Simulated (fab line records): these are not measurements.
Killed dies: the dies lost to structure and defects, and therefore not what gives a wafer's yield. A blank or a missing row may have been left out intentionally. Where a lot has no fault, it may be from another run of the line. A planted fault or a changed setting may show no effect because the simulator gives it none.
Which tool was responsible? -- flow n5Finfet -- 24 wafers from 8 lots sampled at 6 of the route's 1938 steps

## WHAT EACH GAUGE READ, for each wafer
N5_BEOL_M4_RC_MEAS_101. Usual: DIBL_N 35.9 mV/V, standard deviation 2.5; DIBL_P 36.0 mV/V, standard deviation 3; IOFF_N 0.16 nA/um, standard deviation 0.047; IOFF_P 0.21 nA/um, standard deviation 0.047; ION_N 671 uA/um, standard deviation 14; ION_P 460 uA/um, standard deviation 8.8; SS_N 71.5 mV/dec, standard deviation 0.73; SS_P 73.2 mV/dec, standard deviation 0.91; VT_N 250 mV, standard deviation 4.3; VT_P -251 mV, standard deviation 3.6.
lot,measured,on,DIBL_N (mV/V),DIBL_P (mV/V),IOFF_N (nA/um),IOFF_P (nA/um),ION_N (uA/um),ION_P (uA/um),SS_N (mV/dec),SS_P (mV/dec),VT_N (mV),VT_P (mV),flag
L490,day 7 18:34,prober-02,34.8 37.7 34.1,34.4 37.2 33.6,0.14 0.20 0.14,0.19 0.22 0.17,662 679 653,453 465 444,71.0 72.4 70.5,73.3 73.2 72.7,250 245 249,-254 -251 -256,
L494,day 8 17:10,prober-02,37.0 35.6 33.9,37.4 35.8 33.4,0.17 0.15 0.11,0.22 0.20 0.16,679 682 653,462 463 451,72.2 72.4 71.4,73.4 72.9 72.3,250 249 256,-252 -251 -253,
L495,day 8 19:20,prober-01,39.6 32.6 40.8,39.0 29.5 38.8,0.24 0.10 0.28,0.26 0.13 0.26,707 654 684,475 447 460,71.7 69.6 72.6,74.3 71.7 74.4,241 256 243,-249 -256 -248,
L497,day 9 14:58,prober-02,35.2 32.0 32.7,34.8 32.5 32.3,0.16 0.12 0.12,0.17 0.14 0.14,677 660 658,453 452 449,71.7 70.7 70.5,72.9 72.5 72.9,250 252 254,-256 -254 -257,
L507,day 12 05:04,prober-02,35.8 39.0 38.1,35.2 39.9 39.4,0.14 0.22 0.18,0.19 0.28 0.26,685 693 692,470 469 475,70.5 71.2 71.8,73.0 74.4 74.3,248 244 247,-250 -247 -248,
L508,day 12 10:28,prober-02,39.7 38.5 34.5,41.2 39.9 35.4,0.27 0.25 0.15,0.32 0.29 0.23,703 690 681,470 471 467,73.1 72.2 71.6,74.6 75.1 73.0,241 244 248,-245 -245 -249,
L510,day 12 19:54,prober-01,34.3 35.8 37.4,34.8 37.5 40.5,0.13 0.15 0.21,0.19 0.22 0.29,667 654 692,460 457 473,71.5 71.7 72.7,73.0 73.7 74.5,253 251 243,-252 -249 -244,
L513,day 13 12:32,prober-01,35.2 39.7 33.6,33.5 39.0 33.2,0.12 0.20 0.11,0.16 0.25 0.16,668 673 664,458 457 462,71.1 73.0 70.8,73.0 74.5 72.2,254 249 253,-252 -250 -254,

## WHICH TOOL RAN EACH LOT (tool, then ch and the chambers of the sampled wafers, then the start)
lot,N5_BEOL_M0_SAQP_MANDREL_ETCH_103,N5_BEOL_M0_SAQP_CUT_ETCH_46,N5_BEOL_M0_ETCH_138,N5_BEOL_M0_HM_OPEN_105,N5_BEOL_M0_ETCH_128
L490,"rieSi-06 ch 0,2,3, day 5 18:06","rieDiel-04 ch 2,3, day 5 20:16","rieDiel-06 ch 0,2, day 5 22:08","rieMetal-02 ch 1, day 5 22:55","rieDiel-06 ch 0,3, day 5 23:17"
L494,"rieSi-01 ch 2,3, day 6 12:35","rieDiel-05 ch 1,2,3, day 6 14:49","rieDiel-02 ch 0,1, day 6 16:27","rieMetal-03 ch 0,1, day 6 16:57","rieDiel-02 ch 0,1,2, day 6 17:17"
L495,"rieSi-05 ch 0,1,2, day 6 19:41","rieDiel-04 ch 0,1, day 6 21:55","rieDiel-06 ch 0,2, day 6 23:18","rieMetal-01 ch 0,1, day 7 01:05","rieDiel-03 ch 0,1,2, day 7 01:25"
L497,"rieSi-05 ch 0,1,2, day 7 04:08","rieDiel-04 ch 1,2,3, day 7 06:46","rieDiel-06 ch 0,2,3, day 7 08:29","rieMetal-02 ch 0,1, day 7 09:14","rieDiel-03 ch 1,2,3, day 7 10:35"
L507,"rieSi-01 ch 1,2,3, day 9 19:31","rieDiel-05 ch 2,3, day 9 23:39","rieDiel-06 ch 1,2,3, day 10 01:11","rieMetal-02 ch 0,1, day 10 01:17","rieDiel-02 ch 2,3, day 10 01:41"
L508,"rieSi-01 ch 0,1, day 10 05:01","rieDiel-04 ch 0,2, day 10 07:26","rieDiel-03 ch 1,2, day 10 09:17","rieMetal-02 ch 0,1, day 10 11:40","rieDiel-06 ch 2,3, day 10 12:02"
L510,"rieSi-06 ch 2,3, day 10 11:38","rieDiel-01 ch 1,2,3, day 10 13:55","rieDiel-03 ch 1,3, day 10 15:31","rieMetal-02 ch 0,1, day 10 20:19","rieDiel-06 ch 0,1, day 10 20:55"
L513,"rieSi-01 ch 1,2, day 11 05:59","rieDiel-01 ch 1,2,3, day 11 08:41","rieDiel-02 ch 2,3, day 11 10:16","rieMetal-02 ch 0,1, day 11 13:25","rieDiel-02 ch 1,2, day 11 13:45"
- N5_BEOL_M0_SAQP_MANDREL_ETCH_103: etches a-Si in HBr/Cl2, stops on SiCN, target depth 45 nm, bt time 10 s, time 27 s.
- N5_BEOL_M0_SAQP_CUT_ETCH_46: etches SOC in N2/H2, target depth 135 nm, overetch 27 nm, time 202.5 s.
- N5_BEOL_M0_ETCH_138: etches SiCN in CH3F/O2, target depth 12 nm, time 31.6 s.
- N5_BEOL_M0_HM_OPEN_105: chemistry Cl2/BCl3, target TiN, target depth 12 nm.
- N5_BEOL_M0_ETCH_128: etches SiCN in CF4/N2, target depth 12 nm, overetch 5.1 nm, time 21.4 s.

## WHAT THE TOOLS THEMSELVES READ (means of the sampled wafers that have a number; where no wafer has one, the mark that the record gives instead)
N5_BEOL_M0_SAQP_MANDREL_ETCH_103. Usual: drypumpMotorCurrentA 5.70 A, standard deviation 0.29; oesProductAu 0.684 a.u., standard deviation 0.011; throttleValvePct 35.3 %, standard deviation 0.44.
lot,tool,drypumpMotorCurrentA (A),oesProductAu (a.u.),throttleValvePct (%),flag
L490,rieSi-06,5.69,0.686,35.4,
L494,rieSi-01,5.79,0.678,35.5,
L495,rieSi-05,5.70,0.678,35.0,
L497,rieSi-05,5.70,0.681,34.9,
L507,rieSi-01,5.85,0.669,35.2,
L508,rieSi-01,5.68,0.681,34.9,
L510,rieSi-06,5.67,0.689,35.7,
L513,rieSi-01,5.82,0.671,34.9,

N5_BEOL_M0_SAQP_CUT_ETCH_46. Usual: drypumpMotorCurrentA 5.7 A, standard deviation 0.37; rfVppV 525.2 V, standard deviation 1.8; showerheadPlenumPTorr 2.58 Torr, standard deviation 0.067; tempC 39.99 C, standard deviation 0.1; throttleValvePct 17.62 %, standard deviation 0.26.
lot,tool,drypumpMotorCurrentA (A),rfVppV (V),showerheadPlenumPTorr (Torr),tempC (C),throttleValvePct (%),flag
L490,rieDiel-04,6.0,525.2,2.58,40.04,17.72,
L494,rieDiel-05,5.7,525.6,2.59,40.06,17.48,
L495,rieDiel-04,5.1,527.6,2.66,40.17,17.66,
L497,rieDiel-04,5.7,525.4,2.60,39.98,17.61,
L507,rieDiel-05,5.7,525.8,2.58,40.02,17.16,
L508,rieDiel-04,5.8,525.8,2.59,39.99,17.71,
L510,rieDiel-01,5.9,523.4,2.56,39.96,17.75,
L513,rieDiel-01,5.9,523.8,2.55,40.05,17.77,

N5_BEOL_M0_ETCH_138. Usual: CH3F_flow_sccm 29.99 sccm, standard deviation 0.09; drypumpMotorCurrentA 5.59 A, standard deviation 0.29; etchRfOnTimeS 29.6 s, standard deviation 1; oesProductAu 0.68 a.u., standard deviation 0.072; rfVppV 296.8 V, standard deviation 1.3; showerheadPlenumPTorr 1.96 Torr, standard deviation 0.054; throttleValvePct 16.32 %, standard deviation 0.25.
lot,tool,CH3F_flow_sccm (sccm),drypumpMotorCurrentA (A),etchRfOnTimeS (s),oesProductAu (a.u.),rfVppV (V),showerheadPlenumPTorr (Torr),throttleValvePct (%),flag
L490,rieDiel-06,30.06,5.85,30.4,0.76,296.5,1.97,16.02,
L494,rieDiel-02,29.96,5.51,29.5,0.63,295.9,1.91,16.57,
L495,rieDiel-06,30.02,5.71,30.5,0.75,297.9,2.00,16.12,
L497,rieDiel-06,30.05,5.81,31.6,0.70,296.5,1.96,16.23,
L507,rieDiel-06,30.02,5.62,29.1,0.68,297.0,1.98,16.34,
L508,rieDiel-03,29.93,5.38,30.0,0.68,296.9,1.95,16.16,
L510,rieDiel-03,30.00,5.43,28.8,0.65,296.5,1.93,16.20,
L513,rieDiel-02,30.10,5.71,28.8,0.64,296.5,1.95,16.40,

N5_BEOL_M0_HM_OPEN_105. Usual: drypumpMotorCurrentA 5.5 A, standard deviation 0.48; oesProductAu 0.81 a.u., standard deviation 0.13; throttleValvePct 22.16 %, standard deviation 0.21.
lot,tool,drypumpMotorCurrentA (A),oesProductAu (a.u.),throttleValvePct (%),flag
L490,rieMetal-02,4.7,0.67,22.43,
L494,rieMetal-03,6.0,0.78,22.16,
L495,rieMetal-01,5.7,0.69,22.23,
L497,rieMetal-02,5.3,0.84,22.15,
L507,rieMetal-02,5.0,0.73,22.33,
L508,rieMetal-02,5.0,0.73,22.31,
L510,rieMetal-02,5.0,0.73,22.30,
L513,rieMetal-02,5.0,0.73,22.31,

N5_BEOL_M0_ETCH_128. Usual: drypumpMotorCurrentA 5.60 A, standard deviation 0.28; oesProductAu 0.55 a.u., standard deviation 0.058; rfVppV 381.5 V, standard deviation 1.7; showerheadPlenumPTorr 2.17 Torr, standard deviation 0.056; throttleValvePct 15.46 %, standard deviation 0.25.
lot,tool,drypumpMotorCurrentA (A),oesProductAu (a.u.),rfVppV (V),showerheadPlenumPTorr (Torr),throttleValvePct (%),flag
L490,rieDiel-06,5.94,0.54,380.1,2.12,15.46,
L494,rieDiel-02,5.52,0.51,381.9,2.14,15.71,
L495,rieDiel-03,5.35,0.56,383.0,2.22,15.29,
L497,rieDiel-03,5.63,0.59,381.6,2.19,15.25,
L507,rieDiel-02,5.71,0.53,381.8,2.16,15.53,
L508,rieDiel-06,5.66,0.54,382.1,2.18,15.48,
L510,rieDiel-06,5.61,0.62,381.7,2.21,15.26,
L513,rieDiel-02,5.38,0.49,380.8,2.14,15.85,

## THE ANSWER, worked out from the rows above alone
Rule: a lot counts as off when the mean over its wafers that have a number is more than 3 standard deviations away from the usual mean. Also off: a lot with no number at a reading for which 4 or more lots have one. Any other lot the step has rows for is counted as sound. The gauges are gone through in route order, then the tools' own readings, and for those a lot's mean is taken as printed above. The first step at which some lot is off is used, and at that step the reading that is off furthest; a lot without a number counts as furthest.
No lot is off on any of the readings shown, so nothing can be concluded from this.

## WHAT HAD BEEN PUT IN BY THE SIMULATOR
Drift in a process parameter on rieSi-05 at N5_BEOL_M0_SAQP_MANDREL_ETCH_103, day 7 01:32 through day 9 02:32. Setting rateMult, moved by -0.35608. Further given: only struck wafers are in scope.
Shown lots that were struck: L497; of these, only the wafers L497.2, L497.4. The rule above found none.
